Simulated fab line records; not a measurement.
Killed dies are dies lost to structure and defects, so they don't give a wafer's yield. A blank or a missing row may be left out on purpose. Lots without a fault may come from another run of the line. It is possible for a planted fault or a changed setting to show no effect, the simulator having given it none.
Problem report in the 8D (eight disciplines) form, filled by code    flow n5-finfet    the parts of the form that need people (team, actions taken, sign-off) are left out

1. THE PROBLEM
Mean of exposure-dose-mJ-cm2 at N5_BEOL_M15_EXPOSE_07: 40.61 across 6 wafers in 2 lots; on wafers with no fault it is 41.19 (standard deviation 0.05). Measured from the usual mean, that is -12 standard deviations.
The step: exposes mask V14.
First seen on wafer L937.3, day 21 23:19, on krf-scanner-02. At this step, 33 wafers from 11 lots have a number in the record. The rule behind "out" and "out of limits": a value lying over 4 standard deviations away from the usual mean. Any other wafer with a number is counted as sound.

2. WHAT THIS IS AND IS NOT
question                     is                      is not
which readings at this step  exposure-dose-mJ-cm2    stage-vel-mm-s
which lots                   L937, L938              L923, L926, L928, L929, L931, L933, L936, L939, L945
which wafers of those lots   all that have a number  -
read on which tools          krf-scanner-02          krf-scanner-01
when                         from day 21 23:19       up to then (24 sound wafers); but 3 sound wafers of L945 came after

3. THE SUSPECTS, EACH WITH WHAT RULES IT OUT
Counting: a tool stays on the suspect list if, at a process step up to the reading, it processed all lots that are out and no sound lot following the first of them.
- krf-scanner-02 at N5_BEOL_M15_EXPOSE_07 (exposes mask V14): kept. It processed each lot that is out, first L937 at day 21 23:19, and no sound lot thereafter; up to then, the last sound lot it processed was L939 at day 21 23:04. On those wafers its own readings are out: exposure-dose-mJ-cm2.
Left after counting: krf-scanner-02 at N5_BEOL_M15_EXPOSE_07.

4. THE CAUSE (what the simulator had put in)
Process parameter drift: krf-scanner-02, from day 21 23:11 on, at N5_BEOL_M15_EXPOSE_07. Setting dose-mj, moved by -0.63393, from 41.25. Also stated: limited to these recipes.
Only this tool survived the counting.

5. THE EFFECT CHAIN, in route order
Rows list readings where the struck wafers' mean (over those with a number) sits beyond 3 standard deviations from the usual. Scope: only readings with a usual standard deviation given in the record; hours: median across lots of the time from each lot's start at the first step in this table that gives one to its start at this step; sigmas: change in usual standard deviations.
hours  step                   reading               usual  on struck wafers  change  sigmas
0      N5_BEOL_M15_EXPOSE_07  exposure-dose-mJ-cm2  41.19  40.61             -0.58   -12
It contains these process steps:
- N5_BEOL_M15_EXPOSE_07: exposes mask V14.
Later measuring or inspecting steps at which every struck wafer that the step has a row for has a number for every such reading, and none has moved that far: N5_BEOL_M15_OVL_MEAS_11.

6. WHAT WOULD HAVE CAUGHT IT SOONER
The fault began at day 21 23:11; the first out-of-limits reading in this record came at day 21 23:19, 0 hours later.
